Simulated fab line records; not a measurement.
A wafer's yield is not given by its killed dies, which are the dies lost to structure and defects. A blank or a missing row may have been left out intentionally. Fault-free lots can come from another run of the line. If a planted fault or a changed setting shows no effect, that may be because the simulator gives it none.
Matching of chambers -- flow n5-finfet -- 4 sister chambers for N5_HKMG_FIN_STRIP_89 on rie-diel-04
The step strips SOC in N2/H2, time 20 s. 14 wafers are shown with their chamber, then 7 later ones without.

== WAFERS, EACH WITH ITS CHAMBER ==
wafer,chamber,showerhead-plenum-p-Torr (Torr),throttle-valve-pct (%),oes-product-au (a.u.)
L080.1,0,3.51,19.3,0.72
L080.3,2,3.17,19.0,0.68
L080.4,3,3.46,19.2,0.67
L082.1,2,3.17,19.0,0.68
L082.2,0,3.50,19.3,0.71
L082.5,2,3.17,19.0,0.68
L083.1,2,3.16,19.0,0.67
L083.2,1,3.37,19.2,0.77
L083.5,1,3.37,19.2,0.77
L088.1,3,3.45,18.8,0.92
L088.2,0,3.50,19.3,0.70
L088.4,3,3.45,18.8,0.92
L091.1,2,3.57,18.6,0.96
L091.3,1,3.36,19.2,0.77

SIGNATURES, as means of the wafers listed above
reading,chamber 0,chamber 1,chamber 2,chamber 3,scatter within a chamber
showerhead-plenum-p-Torr,3.5033,3.3667,3.2480,3.4533,0.114
throttle-valve-pct,19.300,19.200,18.920,18.933,0.153
oes-product-au,0.7100,0.7700,0.7340,0.8367,0.103
Rule: a wafer lies at a distance from a chamber equal to the root of the sum of squares, over the readings, of (its reading less the chamber's mean, divided by the reading's scatter). The wafer belongs to the nearest chamber; if the next one is less than 2 further off, it can't be placed. How the scatter is found: for the shown wafers, subtract from each reading the mean of its chamber, square and add these, divide the total by (wafers less chambers), then take the root.

== WAFERS WHOSE CHAMBER IS MISSING ==
wafer,showerhead-plenum-p-Torr (Torr),throttle-valve-pct (%),oes-product-au (a.u.)
L091.6,3.45,18.8,0.91
L092.3,3.45,18.8,0.90
L092.4,3.36,19.2,0.76
L092.5,3.45,18.8,0.90
L095.1,3.36,19.2,0.75
L095.5,3.56,18.6,0.92
L095.6,3.45,18.8,0.88

== EACH ONE'S CHAMBER ==
wafer,from the rows above,in truth
L091.6,can't be placed: 3 or 2 or 1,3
L092.3,can't be placed: 3 or 2 or 1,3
L092.4,can't be placed: 1 or 0 or 3 or 2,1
L092.5,can't be placed: 3 or 2 or 1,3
L095.1,can't be placed: 1 or 0 or 2 or 3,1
L095.5,can't be placed: 3 or 2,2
L095.6,can't be placed: 3 or 2 or 1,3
Placed correctly: 0 of 7. Not placeable from these rows: 7 (in 7, the candidates include the true chamber). Wrongly placed: 0.
